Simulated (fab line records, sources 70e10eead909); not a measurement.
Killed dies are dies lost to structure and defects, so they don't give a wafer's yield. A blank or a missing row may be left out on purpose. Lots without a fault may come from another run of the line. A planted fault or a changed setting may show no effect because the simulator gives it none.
fab line records | flow nand_harc
record lots=24 wafers=72 last_day=34
route steps=1302 shown A_STAIRCASE@740
lots that met no fault: from a run of the same line without faults
start_h: hours from the record's first day to the start of the lot's first wafer shown | wait_h: hours since the lot's step before | " the same as in the row above | L1.1+2: a row that stands for several wafers | - no value, or no start given | * or withheld: withheld | < > ~ a bound
route shown NAME@n: a module of which the file shows steps, and the number in the route of the first | usual: mean/standard deviation of fault-free wafers | same: alike in all rows | chamber/n: place in a boat | sites: the reading at each site | _std_site: their standard deviation | _edge_site: outer sites' mean less inner sites' | radius_mm: how far each site lies from the wafer's centre | mask NAME#n: copy n | behind: the tool/chamber that last shaped the wafer | hold: why the lot was held/for how many hours/how that ended | device: the transistor (n, p or np) that didn't switch | end of line: the same wafers' tests at the end of the route | a step without rows: its recipe alone | killed: dies lost to structure and defects at the first sort, not the wafer's yield | map: a wafer's dies, x killed, . not, _ none there
set.NAME: the setting as run; set.NAME@STEP: as run at that earlier step | model.NAME: the simulator's own value behind a step, which no gauge read
steps of the route over a sample of lots; a table a step, a row a wafer
services: from which hour (start_h, from the record's first day; less than 0 if before it) a tool's chamber was out of use, for how many hours, and why
## steps
# step NHARC_A_STAIRCASE_TRIM_226
# recipe time_s=211.2 o2_flow_sccm=500 ar_flow_sccm=0 bias_w=0 chemistry=O2
# usual drypump_motor_current_A=5.85/0.27 oes_product_au=1.002/0.011 rf_vpp_V=57.9/0.89 showerhead_plenum_p_Torr=3.58/0.13 throttle_valve_pct=17.037/0.0095
# columns lot.wafer tool chamber start_h wait_h drypump_motor_current_A oes_product_au rf_hours_counter_h rf_vpp_V showerhead_plenum_p_Torr throttle_valve_pct
L074.1 rie_diel-09 1 - - 5.87 0.991 4 59.6 3.45 17.036
L074.2 " 2 " " 6.44 0.998 11 58.2 3.55 17.047
L074.5 " 2 " " 6.45 1.000 - 58.4 3.55 17.032
L075.4 rie_diel-09 3 - - 5.85 1.018 19 56.3 3.77 17.046
L075.6 " 3 " " 5.84 1.024 - 58.8 3.77 17.035
L075.5 " 0 " " 5.97 1.002 - 59.0 3.65 17.044
L077.1 rie_diel-09 3 - - 5.85 1.027 21 58.2 3.76 17.035
L077.4 " 1 " " 5.89 1.004 11 58.1 3.44 17.037
L077.5 " 2 " " 6.45 0.993 - 58.8 3.54 17.035
L076.3 rie_diel-02 3 - - 5.28 1.017 55 57.1 3.66 17.035
L076.4 " 1 " " 5.65 0.997 52 57.5 3.37 17.034
L076.6 " 3 " " 5.27 1.007 - 57.9 3.66 17.024
L078.4 rie_diel-02 2 - - 5.79 0.988 3 57.8 3.44 17.039
L078.6 " 2 " " 5.77 0.991 - 57.5 3.44 17.035
L078.5 " 3 " " 5.28 0.998 - 57.4 3.65 17.023
L079.4 rie_diel-02 1 - - 5.63 0.995 4 57.8 3.37 17.038
L079.1 " 2 " " 5.78 0.995 4 58.0 3.44 17.040
L079.5 " 2 " " 5.80 1.005 - 57.4 3.44 17.042
L081.2 rie_diel-09 1 - - 5.89 1.000 23 57.8 3.44 17.026
L081.3 " 0 " " 5.98 0.998 39 59.6 3.64 17.046
L081.6 " 2 " " 6.47 0.989 - 57.1 3.54 17.041
L080.3 rie_diel-09 0 - - 6.01 1.009 40 58.2 3.64 17.031
L080.4 " 1 " " 5.88 1.013 23 57.8 3.44 17.041
L080.6 " 0 " " 6.01 1.003 - 57.6 3.64 17.044
L082.1 rie_diel-09 3 - - 5.86 1.013 48 59.4 3.75 17.033
L082.3 " 2 " " 6.45 0.993 41 57.6 3.53 17.032
L082.5 " 0 " " 5.96 1.005 - 56.8 3.64 17.051
L083.1 rie_diel-12 2 - - 5.66 1.018 3 57.4 3.61 17.045
L083.2 " 3 " " 5.89 0.978 3 60.4 3.81 17.042
L083.6 " 1 " " 5.88 0.996 - 59.3 3.57 17.040
L084.3 rie_diel-09 2 - - 6.46 1.006 44 57.6 3.53 17.031
L084.2 " 3 " " 5.85 1.017 51 57.8 3.75 17.035
L084.4 " 0 " " 5.97 1.008 48 58.0 3.64 17.036
L086.1 rie_diel-12 3 - - 5.90 0.985 9 59.5 3.80 17.032
L086.6 " 1 " " 5.88 0.999 - 57.8 3.56 17.039
L086.5 " 0 " " 5.71 1.004 - 57.4 3.55 17.021
L085.2 rie_diel-12 1 - - 5.90 0.991 12 57.8 3.56 17.020
L085.1 " 3 " " 5.90 0.988 10 58.1 3.80 17.032
L085.4 " 1 " " 5.90 0.988 - 57.9 3.56 17.040
L088.3 rie_diel-02 3 - - 5.26 1.010 33 56.4 3.64 17.061
L088.5 " 1 " " 5.63 0.994 - 57.5 3.35 17.037
L088.6 " 2 " " 5.77 1.007 - 56.8 3.43 17.048
L087.1 rie_diel-09 2 - - 6.47 1.004 1 58.3 3.52 17.031
L087.6 " 3 " " 5.87 1.017 - 60.4 3.74 17.050
L087.5 " 1 " " 5.94 1.000 - 58.2 3.43 17.028
L089.2 rie_diel-12 2 - - 5.66 1.005 15 58.6 3.61 17.033
L089.3 " 0 " " 5.72 0.998 18 56.4 3.55 17.041
L089.5 " 1 " " 5.87 0.992 - 58.0 3.56 17.028
L090.2 rie_diel-12 0 - - 5.70 1.013 23 57.7 3.54 17.043
L090.1 " 1 " " 5.87 0.998 26 58.2 3.55 17.042
L090.5 " 0 " " 5.68 0.997 - 58.4 3.54 17.038
L091.4 rie_diel-12 1 - - 5.88 1.007 31 57.6 3.55 17.032
L091.2 " 2 " " 5.66 1.017 23 57.1 3.60 17.048
L091.5 " 1 " " 5.87 0.998 - 57.2 3.55 17.043
L093.1 rie_diel-12 0 - - 5.71 1.003 31 58.5 3.54 17.039
L093.4 " 1 " " 5.86 1.000 34 57.9 3.55 17.027
L093.6 " 3 " " 5.90 0.984 - 58.5 3.79 17.030
L092.3 rie_diel-02 1 - - 5.67 1.009 50 57.6 3.34 17.040
L092.1 " 2 " " 5.75 1.007 44 57.0 3.42 17.032
L092.2 " 3 " " 5.26 0.999 44 58.0 3.63 17.045
L094.4 rie_diel-02 1 - - 5.65 1.003 58 56.7 3.34 17.032
L094.3 " 2 " " 5.79 1.000 51 57.7 3.42 17.033
L094.5 " 1 " " 5.66 0.993 - 56.8 3.34 17.047
L095.2 rie_diel-12 0 - - 5.72 1.002 46 57.2 3.53 17.038
L095.4 " 0 " " 5.70 0.996 - 59.3 3.53 17.019
L095.6 " 2 " " 5.65 1.012 - 59.3 3.59 17.028
L096.4 rie_diel-02 2 - - 5.76 1.015 3 56.9 3.42 17.033
L096.2 " 1 " " 5.66 1.003 3 58.3 3.34 17.036
L096.6 " 3 " " 5.26 0.993 - 58.8 3.62 17.055
L097.4 rie_diel-12 2 - - 5.66 0.996 48 57.2 3.59 17.036
L097.6 " 2 " " 5.66 1.002 - 57.8 3.59 17.032
L097.5 " 3 " " 5.90 0.979 - 59.3 3.78 17.017
# step NHARC_A_STAIRCASE_ETCH_227
# recipe target_depth_a=1000 time_s=40.5 ion_energy_ev=400 c4f8_flow_sccm=20 o2_flow_sccm=10 ar_flow_sccm=withheld rf_w=600 bias_w=1000 chemistry=C4F8/O2
# usual oes_product_au=0.942/0.01 rf_vpp_V=898/4.8
# columns lot.wafer tool chamber start_h wait_h oes_product_au rf_hours_counter_h rf_vpp_V
L074.1 rie_diel-09 2 - - 0.927 11 896
L074.2 " 3 " " 0.956 12 904
L074.5 " 1 " " 0.922 - 893
L075.4 rie_diel-09 1 - - 0.949 9 892
L075.6 " 1 " " 0.947 - 892
L075.5 " 2 " " 0.947 - 897
L077.1 rie_diel-09 0 - - 0.944 18 901
L077.4 " 2 " " 0.946 18 896
L077.5 " 0 " " 0.949 - 900
L076.3 rie_diel-02 3 - - 0.956 55 901
L076.4 " 0 " " 0.941 54 904
L076.6 " 2 " " 0.943 - 893
L078.4 rie_diel-02 2 - - 0.943 3 893
L078.5 " 0 " " 0.951 - 903
L078.6 " 1 " " 0.956 - 890
L079.4 rie_diel-02 3 - - 0.946 4 899
L079.1 " 0 " " 0.952 3 903
L079.5 " 1 " " 0.933 - 891
L081.2 rie_diel-09 1 - - 0.944 23 893
L081.3 " 2 " " 0.943 32 896
L081.6 " 1 " " 0.936 - 893
L080.4 rie_diel-09 0 - - 0.941 40 901
L080.3 " 2 " " 0.938 32 896
L080.6 " 3 " " 0.942 - 903
L082.1 rie_diel-09 2 - - 0.938 42 897
L082.3 " 3 " " 0.947 48 904
L082.5 " 0 " " 0.928 - 900
L083.2 rie_diel-12 2 - - 0.940 3 899
L083.1 " 0 " " 0.955 0 896
L083.6 " 1 " " 0.928 - 897
L084.2 rie_diel-09 1 - - 0.939 35 892
L084.3 " 2 " " 0.943 44 897
L084.4 " 3 " " 0.957 51 903
L086.1 rie_diel-12 3 - - 0.926 9 906
L086.6 " 0 " " 0.935 - 897
L086.5 " 1 " " 0.926 - 895
L085.2 rie_diel-12 3 - - 0.929 10 907
L085.1 " 0 " " 0.939 10 896
L085.4 " 3 " " 0.935 - 905
L088.3 rie_diel-02 3 - - 0.955 33 902
L088.6 " 0 " " 0.947 - 902
L088.5 " 1 " " 0.937 - 889
L087.1 rie_diel-09 1 - - 0.938 1 893
L087.5 " 3 " " 0.947 - 905
L087.6 " 2 " " 0.954 - 897
L089.2 rie_diel-12 0 - - 0.937 18 897
L089.3 " 2 " " 0.941 15 899
L089.5 " 0 " " 0.925 - 897
L090.2 rie_diel-12 3 - - 0.940 17 906
L090.1 " 0 " " 0.957 23 897
L090.5 " 3 " " 0.938 - 906
L091.2 rie_diel-12 0 - - 0.942 29 898
L091.4 " 1 " " 0.922 31 897
L091.5 " 0 " " 0.932 - 896
L093.1 rie_diel-12 0 - - 0.954 31 897
L093.4 " 1 " " 0.955 34 898
L093.6 " 0 " " 0.953 - 897
L092.1 rie_diel-02 2 - - 0.941 44 893
L092.2 " 3 " " 0.959 44 900
L092.3 " 1 " " 0.934 50 889
L094.3 rie_diel-02 1 - - 0.951 58 890
L094.4 " 3 " " 0.940 49 900
L094.5 " 0 " " 0.965 - 903
L095.2 rie_diel-12 2 - - 0.960 44 898
L095.4 " 2 " " 0.949 - 899
L095.6 " 0 " " 0.949 - 896
L096.4 rie_diel-02 0 - - 0.930 3 902
L096.2 " 2 " " 0.951 3 892
L096.6 " 1 " " 0.940 - 889
L097.4 rie_diel-12 2 - - 0.944 48 898
L097.6 " 2 " " 0.944 - 899
L097.5 " 3 " " 0.919 - 905
# step NHARC_A_STAIRCASE_ETCH_230
# recipe target_depth_a=1000 time_s=40.5 ion_energy_ev=400 c4f8_flow_sccm=20 o2_flow_sccm=10 ar_flow_sccm=withheld rf_w=600 bias_w=1000 chemistry=C4F8/O2
# usual oes_product_au=0.951/0.017 rf_vpp_V=898/4.5
# columns lot.wafer tool chamber start_h wait_h oes_product_au rf_hours_counter_h rf_vpp_V
L074.2 rie_diel-09 3 - - 0.954 12 905
L074.1 " 0 " " 0.935 10 901
L074.5 " 2 " " 0.951 - 896
L075.4 rie_diel-09 1 - - 0.956 9 892
L075.5 " 0 " " 0.936 - 902
L075.6 " 1 " " 0.971 - 892
L077.1 rie_diel-09 3 - - 0.967 21 906
L077.4 " 3 " " 0.966 - 904
L077.5 " 1 " " 0.953 - 893
L076.3 rie_diel-09 1 - - 0.959 11 894
L076.6 " 3 " " 0.953 - 904
L076.4 " 0 " " 0.948 - 900
L078.4 rie_diel-02 3 - - 0.940 3 897
L078.5 " 2 " " 0.941 - 893
L078.6 " 3 " " 0.935 - 900
L079.1 rie_diel-02 0 - - 0.945 3 902
L079.4 " 2 " " 0.948 4 892
L079.5 " 0 " " 0.946 - 902
L081.3 rie_diel-12 1 - - 0.931 53 897
L081.2 " 3 " " 0.904 50 886
L081.6 " 1 " " 0.922 - 898
L080.3 rie_diel-02 2 - - 0.944 10 893
L080.4 " 3 " " 0.946 9 901
L080.6 " 2 " " 0.945 - 894
L082.1 rie_diel-09 0 - - 0.940 45 899
L082.3 " 1 " " 0.958 33 892
L082.5 " 0 " " 0.936 - 901
L083.1 rie_diel-09 3 - - 0.971 51 904
L083.2 " 0 " " 0.967 48 901
L083.6 " 0 " " 0.959 - 900
L084.3 rie_diel-12 1 - - 0.956 3 898
L084.2 " 2 " " 0.974 3 899
L084.4 " 3 " " 0.973 3 906
L086.1 rie_diel-02 3 - - 0.915 22 898
L086.5 " 2 " " 0.918 - 892
L086.6 " 3 " " 0.922 - 900
L085.1 rie_diel-12 3 - - 0.938 10 908
L085.2 " 1 " " 0.934 12 898
L085.4 " 0 " " 0.949 - 895
L088.3 rie_diel-02 3 - - 0.947 33 901
L088.5 " 2 " " 0.936 - 892
L088.6 " 3 " " 0.954 - 901
L087.1 rie_diel-12 2 - - 0.967 14 899
L087.6 " 1 " " 0.956 - 896
L087.5 " 2 " " 0.971 - 898
L089.2 rie_diel-12 0 - - 0.936 18 896
L089.3 " 2 " " 0.943 15 898
L089.5 " 2 " " 0.949 - 897
L090.2 rie_diel-12 2 - - 0.973 18 898
L090.1 " 1 " " 0.931 26 897
L090.5 " 3 " " 0.944 - 905
L091.4 rie_diel-09 0 - - 0.968 9 900
L091.2 " 2 " " 0.996 11 897
L091.5 " 0 " " 0.972 - 900
L093.1 rie_diel-12 3 - - 0.918 26 905
L093.4 " 0 " " 0.951 32 896
L093.6 " 1 " " 0.970 - 897
L092.2 rie_diel-12 3 - - 0.948 26 904
L092.3 " 0 " " 0.953 32 898
L092.1 " 1 " " 0.941 34 897
L094.3 rie_diel-12 0 - - 0.974 37 896
L094.4 " 2 " " 0.955 34 898
L094.5 " 0 " " 0.970 - 896
L095.4 rie_diel-09 3 - - 0.930 25 904
L095.2 " 1 " " 0.926 28 892
L095.6 " 3 " " 0.943 - 902
L096.4 rie_diel-09 3 - - 0.990 28 902
L096.2 " 1 " " 0.977 30 892
L096.6 " 0 " " 0.958 - 901
L097.4 rie_diel-02 2 - - 0.978 4 893
L097.6 " 1 " " 0.962 - 888
L097.5 " 2 " " 0.977 - 893
# step NHARC_A_STAIRCASE_DESCUM_252
# recipe time_s=3 o2_flow_sccm=200 ar_flow_sccm=0 bias_power_w=0 chemistry=O2
# usual drypump_motor_current_A=5.85/0.29 oes_product_au=1.003/0.0097 rf_vpp_V=57.9/0.86 showerhead_plenum_p_Torr=1.94/0.079 throttle_valve_pct=11.312/0.008
# columns lot.wafer tool chamber start_h wait_h drypump_motor_current_A oes_product_au rf_hours_counter_h rf_vpp_V showerhead_plenum_p_Torr throttle_valve_pct
L074.2 rie_diel-09 0 360.45 - 6.00 1.003 10 58.0 1.99 11.323
L074.1 " 1 " " 5.90 1.011 5 56.5 1.86 11.307
L074.5 " 0 " " 5.95 1.024 - 57.9 1.99 11.311
L075.4 rie_diel-12 2 379.82 - 5.63 1.019 34 57.4 1.97 11.306
L075.5 " 1 " " 5.87 1.008 - 57.8 1.94 11.319
L075.6 " 2 " " 5.65 1.020 - 58.3 1.97 11.291
L077.1 rie_diel-09 3 387.22 - 5.86 1.016 22 57.9 2.05 11.310
L077.5 " 1 " " 5.92 1.008 - 56.2 1.86 11.322
L077.4 " 3 " " 5.84 1.024 - 58.6 2.05 11.327
L076.4 rie_diel-12 0 387.48 - 5.68 1.002 39 57.4 1.93 11.318
L076.3 " 2 " " 5.66 1.026 36 58.7 1.97 11.305
L076.6 " 1 " " 5.88 0.999 - 58.5 1.94 11.315
L078.5 rie_diel-09 0 412.73 - 6.00 1.002 - 57.3 1.98 11.321
L078.4 " 2 " " 6.45 1.003 - 58.1 1.92 11.308
L078.6 " 3 " " 5.83 1.016 - 58.1 2.05 11.307
L079.1 rie_diel-02 1 416.29 - 5.61 0.999 4 56.6 1.82 11.329
L079.4 " 2 " " 5.75 0.995 4 59.0 1.86 11.302
L079.5 " 0 " " 6.10 1.009 - 58.6 2.04 11.309
L081.2 rie_diel-09 0 431.81 - 5.97 0.993 40 57.3 1.98 11.312
L081.3 " 2 " " 6.48 0.992 33 57.6 1.92 11.308
L081.6 " 3 " " 5.85 1.019 - 57.3 2.04 11.313
L080.3 rie_diel-12 2 432.23 - 5.68 1.024 53 58.0 1.96 11.306
L080.4 " 3 " " 5.89 0.984 50 57.9 1.77 11.312
L080.6 " 2 " " 5.67 1.019 - 59.4 1.96 11.312
L082.1 rie_diel-09 1 458.12 - 5.87 0.997 34 56.7 1.86 11.301
L082.3 " 3 " " 5.85 1.012 50 58.3 2.04 11.302
L082.5 " 1 " " 5.89 1.004 - 58.0 1.86 11.310
L083.2 rie_diel-02 2 466.88 - 5.78 0.998 20 56.0 1.86 11.307
L083.1 " 3 " " 5.24 0.999 18 56.7 1.98 11.313
L083.6 " 2 " " 5.77 0.999 - 58.7 1.86 11.311
L084.2 rie_diel-09 2 467.16 - 6.42 0.997 45 56.8 1.91 11.305
L084.3 " 3 " " 5.88 1.006 51 58.1 2.04 11.309
L084.4 " 1 " " 5.81 1.000 36 56.2 1.86 11.314
L086.1 rie_diel-09 0 482.95 - 5.98 0.997 53 58.7 1.97 11.297
L086.6 " 3 " " 5.84 1.011 - 59.3 2.04 11.311
L086.5 " 0 " " 5.98 0.997 - 58.6 1.98 11.322
L085.1 rie_diel-12 2 486.35 - 5.66 1.009 7 57.8 1.96 11.302
L085.4 " 3 " " 5.90 1.001 11 57.1 2.07 11.332
L085.2 " 1 " " 5.87 0.994 13 57.4 1.93 11.313
L088.3 rie_diel-09 1 508.32 - 5.89 0.991 0 57.4 1.85 11.313
L088.6 " 3 " " 5.86 1.006 - 59.0 2.04 11.300
L088.5 " 1 " " 5.90 0.998 - 57.5 1.85 11.312
L087.1 rie_diel-02 0 512.59 - 6.09 1.008 40 59.5 2.02 11.315
L087.5 " 3 " " 5.27 1.006 - 58.8 1.97 11.311
L087.6 " 0 " " 6.10 0.999 - 57.4 2.02 11.309
L089.2 rie_diel-02 2 517.20 - 5.77 1.001 37 57.8 1.85 11.313
L089.3 " 0 " " 6.15 0.998 42 59.7 2.02 11.314
L089.5 " 3 " " 5.28 1.001 - 58.6 1.97 11.296
L090.1 rie_diel-02 2 525.71 - 5.76 0.999 39 58.4 1.85 11.326
L090.2 " 3 " " 5.26 1.008 38 57.1 1.97 11.317
L090.5 " 1 " " 5.64 0.992 - 59.2 1.81 11.308
L091.2 rie_diel-09 0 538.99 - 5.99 1.012 10 56.9 1.97 11.302
L091.4 " 1 " " 5.85 0.985 13 58.8 1.85 11.318
L091.5 " 0 " " 5.99 0.995 - 57.2 1.97 11.320
L093.1 rie_diel-02 2 546.45 - 5.78 0.999 44 57.5 1.85 11.308
L093.4 " 3 " " 5.26 0.987 44 57.6 1.97 11.305
L093.6 " 1 " " 5.64 0.999 - 57.5 1.81 11.293
L092.1 rie_diel-09 0 547.09 - 6.01 1.017 12 56.7 1.97 11.318
L092.2 " 1 " " 5.93 1.001 15 56.3 1.85 11.310
L092.3 " 2 " " 6.47 1.003 14 57.8 1.91 11.317
L094.4 rie_diel-12 2 565.09 - 5.66 1.004 34 58.0 1.95 11.320
L094.3 " 3 " " 5.88 0.976 34 58.6 2.06 11.308
L094.5 " 1 " " 5.88 0.995 - 58.8 1.92 11.327
L095.4 rie_diel-02 3 583.55 - 5.25 0.986 1 57.9 1.97 11.319
L095.2 " 1 " " 5.62 1.003 1 57.2 1.80 11.314
L095.6 " 2 " " 5.78 1.021 - 57.3 1.85 11.312
L096.4 rie_diel-02 2 592.46 - 5.79 1.015 4 57.6 1.85 11.310
L096.2 " 0 " " 6.13 0.995 4 60.0 2.02 11.305
L096.6 " 3 " " 5.27 0.991 - 57.8 1.97 11.316
L097.4 rie_diel-09 3 593.28 - 5.83 1.017 29 58.1 2.03 11.311
L097.6 " 2 " " 6.44 1.012 - 58.4 1.90 11.313
L097.5 " 3 " " 5.85 1.004 - 58.6 2.03 11.310
# step NHARC_A_STAIRCASE_HM_DEP_459
# recipe target_thk_a=15000 temp_c=400 material=aC
# usual throttle_valve_pct=35.000/0.0096
# columns lot.wafer tool chamber start_h wait_h throttle_valve_pct
L074.1 acl_dep-02 0 369.20 1.9 34.984
L074.2 " 0 " " 34.984
L074.5 " 0 " " 34.998
L075.4 acl_dep-02 0 387.76 1.0 35.006
L075.5 " 0 " " 35.008
L075.6 " 0 " " 34.995
L077.1 acl_dep-02 0 396.15 1.6 34.994
L077.4 " 0 " " 34.997
L077.5 " 0 " " 34.997
L076.3 acl_dep-03 0 397.50 0.7 34.999
L076.4 " 0 " " 35.011
L076.6 " 0 " " 35.012
L078.4 acl_dep-01 0 420.88 1.0 35.004
L078.5 " 0 " " 34.995
L078.6 " 0 " " 34.984
L079.1 acl_dep-02 0 426.41 0.1 35.019
L079.4 " 0 " " 34.991
L079.5 " 0 " " 34.999
L081.2 acl_dep-03 0 444.87 3.8 35.002
L081.3 " 0 " " 35.009
L081.6 " 0 " " 35.001
L080.3 acl_dep-02 0 445.52 0.9 35.018
L080.4 " 0 " " 35.008
L080.6 " 0 " " 35.007
L082.1 acl_dep-03 0 465.93 1.0 35.013
L082.3 " 0 " " 34.993
L082.5 " 0 " " 34.995
L083.1 acl_dep-02 0 475.42 0.1 35.002
L083.2 " 0 " " 35.012
L083.6 " 0 476.96 1.6 35.002
L084.2 acl_dep-03 0 476.11 0.4 34.984
L084.3 " 0 " " 35.000
L084.4 " 0 " " 35.008
L086.1 acl_dep-01 0 496.21 4.3 35.004
L086.5 " 0 497.43 5.5 34.990
L086.6 " 0 " " 34.992
L085.1 acl_dep-02 0 499.64 3.5 35.002
L085.2 " 0 " " 35.002
L085.4 " 0 " " 34.998
L088.3 acl_dep-02 0 518.73 3.2 34.997
L088.5 " 0 " " 34.995
L088.6 " 0 " " 34.995
L087.1 acl_dep-01 0 520.30 0.1 35.005
L087.5 " 0 521.55 1.3 34.983
L087.6 " 0 " " 35.004
L089.2 acl_dep-01 0 524.63 0.4 35.004
L089.3 " 0 " " 35.005
L089.5 " 0 " " 34.986
L090.1 acl_dep-02 0 534.37 0.1 35.002
L090.2 " 0 " " 35.002
L090.5 " 0 " " 34.992
L091.2 acl_dep-03 0 546.15 0.4 35.001
L091.4 " 0 " " 34.997
L091.5 " 0 " " 34.982
L093.1 acl_dep-02 0 555.18 1.0 34.993
L093.4 " 0 " " 34.988
L093.6 " 0 " " 35.005
L092.1 acl_dep-03 0 555.56 1.3 35.004
L092.2 " 0 " " 34.998
L092.3 " 0 " " 34.985
L094.3 acl_dep-02 0 575.69 0.7 34.995
L094.4 " 0 " " 35.011
L094.5 " 0 " " 34.998
L095.2 acl_dep-01 0 594.11 3.8 35.000
L095.4 " 0 " " 35.015
L095.6 " 0 " " 34.994
L096.2 acl_dep-01 0 602.65 0.5 35.011
L096.4 " 0 " " 34.995
L096.6 " 0 " " 34.982
L097.4 acl_dep-02 0 606.14 2.8 35.020
L097.5 " 0 " " 35.002
L097.6 " 0 " " 35.004
# step NHARC_A_STAIRCASE_ETCH_452
# recipe target_depth_a=300 overetch_a=30 time_s=16.5 ion_energy_ev=100 cf4_flow_sccm=80 o2_flow_sccm=20 ar_flow_sccm=0 rf_w=300 bias_w=100 chemistry=CF4/O2
# usual drypump_motor_current_A=5.80/0.27 oes_product_au=1.001/0.011 rf_vpp_V=198.0/1.3 showerhead_plenum_p_Torr=1.35/0.053 throttle_valve_pct=13.397/0.0084
# columns lot.wafer tool chamber start_h wait_h drypump_motor_current_A oes_product_au rf_hours_counter_h rf_vpp_V showerhead_plenum_p_Torr throttle_valve_pct
L074.2 rie_diel-12 1 - - 5.86 1.006 35 198.1 1.36 13.398
L074.1 " 2 " " 5.64 1.030 33 199.9 1.37 13.384
L074.5 " 0 " " 5.71 1.002 - 198.3 1.35 13.386
L075.4 rie_diel-12 0 - - 5.70 0.995 39 197.1 1.35 13.400
L075.6 " 1 " " 5.83 0.998 - 198.1 1.35 13.403
L075.5 " 2 " " 5.64 1.025 - 199.1 1.37 13.398
L077.1 rie_diel-09 1 - - 5.90 1.001 18 196.5 1.30 13.395
L077.5 " 1 " " 5.90 1.002 - 197.4 1.30 13.389
L077.4 " 0 " " 5.93 1.011 - 198.6 1.38 13.400
L076.4 rie_diel-12 2 - - 5.65 1.023 40 197.5 1.37 13.387
L076.3 " 1 " " 5.85 1.000 42 197.1 1.35 13.390
L076.6 " 2 " " 5.65 1.026 - 198.9 1.37 13.387
L078.4 rie_diel-09 2 - - 6.46 0.998 29 198.1 1.34 13.396
L078.5 " 2 " " 6.45 0.993 - 196.9 1.34 13.397
L078.6 " 3 " " 5.82 1.020 - 197.8 1.42 13.406
L079.1 rie_diel-09 0 - - 5.99 1.012 40 199.3 1.38 13.402
L079.4 " 1 " " 5.91 1.003 24 196.7 1.30 13.384
L079.5 " 3 " " 5.83 1.024 - 200.1 1.42 13.387
L081.2 rie_diel-02 2 - - 5.77 0.991 13 197.2 1.30 13.395
L081.3 " 3 " " 5.24 0.995 11 199.8 1.38 13.382
L081.6 " 2 " " 5.77 0.989 - 196.6 1.30 13.401
L080.4 rie_diel-09 1 - - 5.87 1.013 27 196.6 1.30 13.409
L080.3 " 3 " " 5.85 1.027 45 199.0 1.42 13.398
L080.6 " 1 " " 5.90 1.013 - 196.2 1.30 13.400
L082.3 rie_diel-09 3 - - 5.84 1.007 51 198.8 1.42 13.403
L082.1 " 0 " " 5.99 1.005 48 199.9 1.38 13.401
L082.5 " 2 " " 6.41 0.997 - 197.0 1.33 13.405
L083.1 rie_diel-02 0 - - 6.14 1.013 25 199.5 1.41 13.410
L083.2 " 1 " " 5.58 0.994 28 195.7 1.27 13.402
L083.6 " 3 " " 5.24 1.007 - 199.6 1.38 13.423
L084.4 rie_diel-02 0 - - 6.11 0.999 26 199.1 1.41 13.389
L084.3 " 1 " " 5.63 0.996 29 196.0 1.27 13.387
L084.2 " 3 " " 5.27 1.006 21 199.7 1.38 13.391
L086.1 rie_diel-02 1 - - 5.66 1.000 35 197.8 1.26 13.410
L086.5 " 0 " " 6.13 1.009 - 199.5 1.41 13.402
L086.6 " 1 " " 5.63 0.996 - 196.9 1.26 13.397
L085.1 rie_diel-12 0 - - 5.72 0.987 15 196.6 1.34 13.387
L085.2 " 2 " " 5.65 1.007 11 197.5 1.37 13.391
L085.4 " 1 " " 5.87 0.993 - 198.4 1.35 13.395
L088.3 rie_diel-02 1 - - 5.62 0.976 43 196.6 1.26 13.400
L088.6 " 2 " " 5.79 0.989 - 195.3 1.29 13.379
L088.5 " 3 " " 5.25 1.005 - 198.5 1.38 13.388
L087.1 rie_diel-02 3 - - 5.27 1.007 38 198.8 1.38 13.386
L087.5 " 2 " " 5.79 0.999 - 196.3 1.29 13.392
L087.6 " 3 " " 5.23 1.006 - 198.8 1.38 13.406
L089.2 rie_diel-02 3 - - 5.25 1.001 39 197.9 1.38 13.385
L089.3 " 0 " " 6.15 0.999 45 198.8 1.41 13.407
L089.5 " 1 " " 5.66 0.999 - 196.4 1.26 13.410
L090.2 rie_diel-12 0 - - 5.69 0.991 29 198.9 1.34 13.404
L090.1 " 1 " " 5.87 0.993 31 197.6 1.34 13.390
L090.5 " 2 " " 5.64 1.014 - 198.1 1.36 13.386
L091.4 rie_diel-09 1 - - 5.86 0.992 15 197.5 1.29 13.387
L091.2 " 2 " " 6.42 1.000 14 197.8 1.33 13.404
L091.5 " 1 " " 5.88 0.995 - 196.2 1.29 13.397
L093.4 rie_diel-02 3 - - 5.26 0.992 48 198.0 1.37 13.399
L093.1 " 1 " " 5.65 0.991 56 197.2 1.26 13.395
L093.6 " 2 " " 5.75 0.994 - 196.3 1.29 13.397
L092.1 rie_diel-12 1 - - 5.87 0.992 38 197.7 1.34 13.399
L092.3 " 2 " " 5.67 1.004 33 199.3 1.36 13.388
L092.2 " 0 " " 5.72 0.997 37 197.7 1.34 13.407
L094.3 rie_diel-12 2 - - 5.64 1.009 43 198.6 1.36 13.388
L094.5 " 2 " " 5.63 1.009 - 198.6 1.36 13.400
L094.4 " 3 " " 5.88 0.986 - 200.6 1.44 13.389
L095.4 rie_diel-12 3 - - 5.88 0.986 49 199.7 1.43 13.398
L095.2 " 0 " " 5.68 0.993 52 198.4 1.33 13.403
L095.6 " 3 " " 5.87 0.979 - 200.6 1.43 13.390
L096.2 rie_diel-09 2 - - 6.43 1.000 33 197.6 1.33 13.402
L096.4 " 0 " " 5.97 1.013 30 197.7 1.37 13.400
L096.6 " 3 " " 5.82 1.008 - 200.9 1.41 13.396
L097.4 rie_diel-02 0 - - 6.10 1.000 9 199.2 1.40 13.401
L097.5 " 1 " " 5.64 1.001 - 195.9 1.26 13.395
L097.6 " 2 " " 5.80 1.015 - 197.2 1.29 13.399
## services
# columns tool chamber start_h hours kind
rie_diel-09 1 343.46 7.0 repair
rie_diel-09 1 351.65 5.3 repair
rie_diel-09 0 353.66 - clean
rie_diel-09 2 353.66 - clean
rie_diel-09 3 353.66 - clean
acl_dep-01 - 370.74 13.0 pm
rie_diel-09 0 378.22 - clean
rie_diel-09 1 378.22 - clean
rie_diel-09 2 378.22 - clean
rie_diel-09 3 378.22 - clean
rie_diel-09 2 384.43 16.1 repair
rie_diel-02 - 393.85 9.0 pm
rie_diel-09 0 402.78 - clean
rie_diel-09 1 402.78 - clean
acl_dep-02 - 428.26 13.0 pm
rie_diel-12 - 445.96 9.0 pm
rie_diel-12 2 474.63 9.5 repair
acl_dep-03 - 484.16 13.0 pm
rie_diel-09 1 490.75 10.6 repair
rie_diel-09 0 497.32 16.6 repair
rie_diel-09 - 497.91 9.0 pm
acl_dep-01 - 552.01 13.0 pm
rie_diel-09 0 566.90 9.3 repair
rie_diel-02 - 570.88 9.0 pm
## key
fault none
